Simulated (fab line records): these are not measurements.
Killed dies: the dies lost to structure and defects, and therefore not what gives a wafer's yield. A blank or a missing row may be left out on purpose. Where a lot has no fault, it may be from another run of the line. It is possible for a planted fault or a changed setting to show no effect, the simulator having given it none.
Problem report in the 8D (eight disciplines) form, filled by code | flow nandHarc | the parts of the form that need people (team, actions taken, sign-off) are left out

1. THE ISSUE
Mean of cdNm at NHARC_A_M1_CD_MEAS_09: 141.9 nm across 6 wafers in 2 lots; on wafers with no fault it is 120.0 nm (standard deviation 0.81). Relative to the usual mean, that is a shift of +27 standard deviations.
The step: target cd 120 nm.
The first sign was on wafer L437.1 at day 31 10:53, on cdSem-03. At this step, 39 wafers from 13 lots have a number in the record. By rule, "out" or "out of limits" means more than 4 standard deviations away from the usual mean. All remaining wafers that have a number are taken as sound.

2. WHAT IT IS AND WHAT IT IS NOT
question                    | is                     | is not
which readings at this step | cdNm                   | -
which lots                  | L437, L439             | L418, L419, L420, L421, L423, L424, L425, L428, L429, L430, L434
which wafers of those lots  | all that have a number | -
read on which gauges        | cdSem-02, cdSem-03     | cdSem-01
when                        | from day 31 10:53      | up to then (33 sound wafers)

3. THE SUSPECTS, EACH WITH WHAT RULES IT OUT
Counting: a tool at a process step up to the reading stays a suspect if it ran every lot that is out and no sound lot after the first of them.
- the gauge at NHARC_A_M1_CD_MEAS_09 has been ruled out. The wafers that are out were read on 2 gauges (cdSem-02, cdSem-03).
- pecvd-04 at NHARC_A_M0_DEP_32 (deposits SiCN, target thk 30 nm): kept. Every lot that is out went through it, starting with L437 (day 31 09:51), and after that it ran no sound lot; the last sound lot it ran before then is L430 (day 28 09:10).
- lithoTrack-01 at NHARC_A_M1_PEB_07 (peb time 65 s): kept. Every lot that is out went through it, starting with L437 (day 31 10:49), and after that it ran no sound lot; the last sound lot it ran before then is L430 (day 28 10:19). On those wafers its own readings are out: heaterPowerTotalW, plateTempC.
Left after counting: pecvd-04 at NHARC_A_M0_DEP_32, lithoTrack-01 at NHARC_A_M1_PEB_07.

4. THE CAUSE (what the simulator had put in)
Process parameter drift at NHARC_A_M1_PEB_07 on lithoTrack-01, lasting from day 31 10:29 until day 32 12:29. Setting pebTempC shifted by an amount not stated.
Counting leaves 2 suspects; this tool is one of them.

5. SEQUENCE OF EFFECTS, ordered by route
Each row: a reading whose mean over the struck wafers that have a number lies more than 3 standard deviations from the usual. Only readings whose record carries a usual standard deviation are examined. hours: median over the lots of the time between each lot's start at the first step of this table that gives one and its start at this step. sigmas: the change, counted in usual standard deviations.
hours | step                  | reading           | usual    | on struck wafers | change | sigmas
0     | NHARC_A_M1_PEB_07     | heaterPowerTotalW | 156.6 W  | 172.0            | +15.4  | +37
0     | NHARC_A_M1_PEB_07     | plateTempC        | 100.01 C | 107.16           | +7.14  | +60
0     | NHARC_A_M1_CD_MEAS_09 | cdNm              | 120.0 nm | 141.9            | +21.9  | +27
It contains these process steps:
- NHARC_A_M1_PEB_07: peb time 65 s.

6. HOW IT WOULD HAVE BEEN CAUGHT EARLIER
The first out-of-limits reading at a measuring or inspecting step in this record came at day 31 10:53, 0 hours after the fault's start at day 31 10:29.
Tool's own readings at NHARC_A_M1_PEB_07, heaterPowerTotalW, plateTempC: out on all struck wafers the step has rows for; an alarm limit on them would have tripped on the first.
Of the lots that are out (2), L439 began NHARC_A_M1_PEB_07 on lithoTrack-01 after day 31 10:53. A hold on the tool at that time would have spared it.
